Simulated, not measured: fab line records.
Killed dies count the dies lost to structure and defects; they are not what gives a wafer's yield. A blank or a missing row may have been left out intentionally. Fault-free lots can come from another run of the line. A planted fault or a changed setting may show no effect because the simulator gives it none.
Chamber matching :: flow n5 finfet :: 4 sister chambers for N5_BEOL_M1_ALD_98 on ald sin-02
The step deposits SiO2, target thk 2.5 nm, pulse time 1 s, co reactant pulse time 1 s. 4 wafers are shown with their chamber, then 9 later ones without.

== WAFERS WITH THEIR CHAMBER ==
wafer: L081.6
chamber: 0
heater power w (W): 72

wafer: L086.5
chamber: 3
heater power w (W): 77

wafer: L090.3
chamber: 1
heater power w (W): 71

wafer: L090.6
chamber: 2
heater power w (W): 73

== WAFERS MISSING THEIR CHAMBER ==
wafer: L091.1
heater power w (W): 73

wafer: L091.2
heater power w (W): 71

wafer: L091.3
heater power w (W): 77

wafer: L091.4
heater power w (W): 74

wafer: L091.5
heater power w (W): 72

wafer: L091.6
heater power w (W): 74

wafer: L095.1
heater power w (W): 77

wafer: L095.3
heater power w (W): 75

wafer: L095.5
heater power w (W): 73

== EACH ONE'S CHAMBER ==
wafer: L091.1
from the rows above: can't be placed: 2 or 0
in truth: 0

wafer: L091.2
from the rows above: can't be placed: 1 or 0
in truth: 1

wafer: L091.3
from the rows above: 3
in truth: 3

wafer: L091.4
from the rows above: can't be placed: 2 or 0
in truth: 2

wafer: L091.5
from the rows above: can't be placed: 0 or 1 or 2
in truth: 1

wafer: L091.6
from the rows above: can't be placed: 2 or 0
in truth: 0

wafer: L095.1
from the rows above: 3
in truth: 3

wafer: L095.3
from the rows above: can't be placed: 2 or 3 or 0
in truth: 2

wafer: L095.5
from the rows above: can't be placed: 2 or 0
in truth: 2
Correctly placed: 2 of 9. Cannot be placed on the basis of these rows: 7; the candidates contain the true chamber in 7. Placed wrongly: 0.
How it was worked out, from the rows above alone: a wafer's distance from a chamber is the root of the sum, over the readings, of the square of ((its reading less the chamber's mean) divided by the reading's scatter). The wafer belongs to the nearest chamber; if the next one is less than 2 further off, it can't be placed. For every chamber, the mean is computed from those of its wafers that are shown. The scatter: with one shown wafer a chamber, the root of the mean of the squares of how far each hidden wafer lies from its nearest shown one.
